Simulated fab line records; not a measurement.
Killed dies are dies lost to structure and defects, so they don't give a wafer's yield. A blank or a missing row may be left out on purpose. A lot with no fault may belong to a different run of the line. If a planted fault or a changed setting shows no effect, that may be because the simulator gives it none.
Comparing a struck lot with a sound one / flow n5Finfet / 14 out of 1938 route steps
Sound: wafers L893.2, L893.3, L893.6. Wafers L889.2, L889.3, L889.6 were the ones struck. Last of all comes the cause.
At each step with rows: each side's tool, then ch and its chambers, then its first start. Under that, the readings that differ: sound wafers / struck wafers / difference of the means / sigmas: that difference in standard deviations of wafers without a fault.
alike: a reading whose means differ by less than 2 such deviations, as well as words and numbers matching on both sides. not compared: withheld readings; readings where some wafer has no value; bounds like >300 that might hide an equal value; numbers whose values overlap and for which the record gives no deviation.
The two part at a step that has a row with sigmas, a row that says differs or no value, or rows on one side only. Numbers that don't overlap but have no deviation are shown without sigmas and don't part them. Lack of a reading on every wafer of one side parts them only where that side has two or more wafers.

N5_BEOL_M3_STRIP_66: strips in CF4.
  sound on rieDiel-01 ch 0,2,3, day 11 02:13; struck on rieDiel-03 ch 0,1,3, day 10 03:17
  alike: chamberPressureMTorr, drypumpMotorCurrentA, oesProductAu, rfVppV, showerheadPlenumPTorr, throttleValvePct
  not compared: rfHoursCounterH
N5_BEOL_M3_HM_OPEN_17: chemistry Cl2/BCl3, target TiN, target depth 20 nm, overetch 6 nm.
  sound on rieMetal-03 ch 0,1, day 11 02:16; struck on rieMetal-03 ch 0, day 10 03:19
  alike: chamberPressureMTorr, drypumpMotorCurrentA, oesProductAu, throttleValvePct
  not compared: rfHoursCounterH
N5_BEOL_M3_STRIP_19: strips in O2.
  sound on rieDiel-06 ch 0,1,2, day 11 02:23; struck on rieDiel-06 ch 0,3, day 10 03:29
  alike: chamberPressureMTorr, drypumpMotorCurrentA, oesProductAu, rfVppV, showerheadPlenumPTorr, tempC, throttleValvePct
  not compared: rfHoursCounterH
N5_BEOL_M3_CD_MEAS_18: pitch 36 nm, target cd 18 nm.
  sound on cdSem-02 at day 11 02:28; struck on cdSem-02 at day 10 03:34
  alike: cdNm
then, 8 steps without rows for these wafers: N5_BEOL_M3_COAT_67 (time 60 s, resist thk 60 nm); N5_BEOL_M3_COAT_68 (time 60 s, resist thk 12 nm); N5_BEOL_M3_COAT_76 (time 60 s, resist thk 5 nm); N5_BEOL_M3_COAT_22 (resist thk 30 nm); N5_BEOL_M3_EBR_24; N5_BEOL_M3_SOFTBAKE_23 (time 60 s); N5_BEOL_M3_EXPOSE_25 (exposes mask V2, defocus 5 nm); N5_BEOL_M3_PEB_26 (peb time 60 s).
N5_BEOL_M3_DEVELOP_27: develop time 30 s.
  sound on lithoTrack-05 ch 0, day 11 02:43; struck on lithoTrack-04, day 10 03:58
  no value came back on the struck wafers for chillPlateTempC (C), developTimeS (s); on the sound wafers chillPlateTempC (C) reads 22.90 22.97 22.99
reading=model.CAR-EUV_of_BEOL_M3_COAT_22.thkNm (nm); sound=29.4 29.4 29.4; struck=30 29.8 29.8; difference=+0; sigmas=
N5_BEOL_M3_CD_MEAS_28: target cd 25.7 nm, target cd y 23.3 nm.
  sound on cdSem-03 ch 0, day 11 02:47; struck on cdSem-03 ch 0, day 10 04:01
reading=cdNm (nm); sound=25.63 25.78 25.54; struck=- - -; difference=no value on the struck wafers; sigmas=

## WHERE THEY PART
First at N5_BEOL_M3_DEVELOP_27; last, within this record, at N5_BEOL_M3_CD_MEAS_28.

WHY: whatever the simulator had introduced
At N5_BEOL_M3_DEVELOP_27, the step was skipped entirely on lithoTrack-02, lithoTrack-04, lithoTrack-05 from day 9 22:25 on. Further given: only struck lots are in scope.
